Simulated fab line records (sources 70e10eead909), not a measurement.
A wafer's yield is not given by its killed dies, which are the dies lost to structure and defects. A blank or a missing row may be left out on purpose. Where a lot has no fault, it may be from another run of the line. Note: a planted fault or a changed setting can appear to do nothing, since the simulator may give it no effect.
The tool behind it: which one?    flow nand_harc    39 wafers from 13 lots sampled at 4 of the route's 1159 steps

## WHAT EACH GAUGE READ, for each wafer
NHARC_A_BONDPAD_CD_MEAS_13.
lot   measured      on         cd_nm (nm)
L928  day 18 02:49  cd_sem-02  499.3 500.8 499.5
L927  day 18 04:11  cd_sem-03  497.0 498.9 496.7
L934  day 19 19:48  cd_sem-01  499.2 500.1 501.8
L933  day 19 10:22  cd_sem-01  498.3 500.9 499.9
L938  day 20 19:07  cd_sem-01  500.7 498.6 500.2
L939  day 20 20:04  cd_sem-01  499.9 498.1 496.9
L937  day 21 12:17  cd_sem-02  500.8 498.6 501.5
L941  day 22 00:37  cd_sem-01  497.0 498.4 496.3
L940  day 22 03:44  cd_sem-02  496.5 498.0 498.0
L944  day 22 16:39  cd_sem-02  498.4 499.4 498.6
L943  day 22 17:16  cd_sem-01  502.7 498.9 502.3
L947  day 23 06:19  cd_sem-02  498.8 498.0 499.9
L948  day 23 22:42  cd_sem-02  498.6 499.5 499.7

NHARC_END_SORT_01.
lot   measured      on         killed_at_array  killed_at_other  killed_at_periphery  killed_dies  killed_open  killed_short
L933  day 20 19:20  prober-02  26 23 28         1 2 1            2 3 62               29 28 91     2 1 6        1 2 2

## TOOL THAT RAN EACH LOT (tool first, then ch and the chambers of the sampled wafers, then the start)
lot   NHARC_P_GATE_SPUTTER_79       NHARC_A_BONDPAD_DEP_00
L928  pvd_sputter-03, day 6 04:47   pecvd-02 ch 0,1,2, day 18 02:49 or earlier
L927  pvd_sputter-03, day 6 10:14   pecvd-03 ch 1,2, day 18 02:23
L934  pvd_sputter-01, day 7 05:50   pecvd-02 ch 1,2, day 19 18:01
L933  pvd_sputter-03, day 7 06:22   pecvd-01 ch 1,2, day 19 08:50
L938  pvd_sputter-02, day 8 20:17   pecvd-01 ch 0,1,2, day 20 19:07 or earlier
L939  pvd_sputter-02, day 8 21:40   pecvd-01 ch 0,1,2, day 20 20:04 or earlier
L937  pvd_sputter-01, day 8 23:34   pecvd-01 ch 0,1,2, day 21 10:32
L941  pvd_sputter-01, day 9 04:01   pecvd-03 ch 1,2, day 21 22:52
L940  pvd_sputter-02, day 9 04:27   pecvd-01 ch 0,1,2, day 22 01:59
L944  pvd_sputter-02, day 9 17:03   pecvd-03 ch 0,1, day 22 15:01
L943  pvd_sputter-01, day 9 17:37   pecvd-03 ch 0,2, day 22 15:23
L947  pvd_sputter-01, day 10 18:19  pecvd-03 ch 1,2, day 23 04:40
L948  pvd_sputter-02, day 11 03:09  pecvd-01 ch 0,1,2, day 23 21:09
- NHARC_P_GATE_SPUTTER_79: material TiN, target thk 10 nm.
- NHARC_A_BONDPAD_DEP_00: deposits SiCN, target thk 250 nm.

## AS READ BY THE TOOLS THEMSELVES (means over the sampled wafers that have a number; for cases with no such wafer, the mark the record gives instead)
NHARC_A_BONDPAD_DEP_00.
lot   tool      heater_power_w (W)
L928  pecvd-02  657
L927  pecvd-03  464
L934  pecvd-02  703
L933  pecvd-01  585
L938  pecvd-01  605
L939  pecvd-01  608
L937  pecvd-01  624
L941  pecvd-03  470
L940  pecvd-01  595
L944  pecvd-03  574
L943  pecvd-03  528
L947  pecvd-03  535
L948  pecvd-01  612

## THE ANSWER, worked out from the rows above alone
Rule: usual is defined by the lots themselves. Put in order of their means at a reading, lots are off if they are a third of the lots or fewer, leave a main group of 4 or more, and stand apart from it by a gap of 3 or more times the standard deviation of the main group's means; of several such gaps the widest counts. Not used: any main group whose means are identical at the precision the tables above print for the reading. Also off: a lot with no number at a reading for which 4 or more lots have one. The other lots that the step has rows for count as sound. First the gauges in route order, then the tools' own readings, where a lot's mean is used as printed above. The first step at which some lot is off is used, and at that step the reading that is off furthest; a lot without a number counts as furthest.
Across all readings shown, no lot is off: no conclusion can be drawn from this.

## WHAT THE SIMULATOR HAD PUT IN
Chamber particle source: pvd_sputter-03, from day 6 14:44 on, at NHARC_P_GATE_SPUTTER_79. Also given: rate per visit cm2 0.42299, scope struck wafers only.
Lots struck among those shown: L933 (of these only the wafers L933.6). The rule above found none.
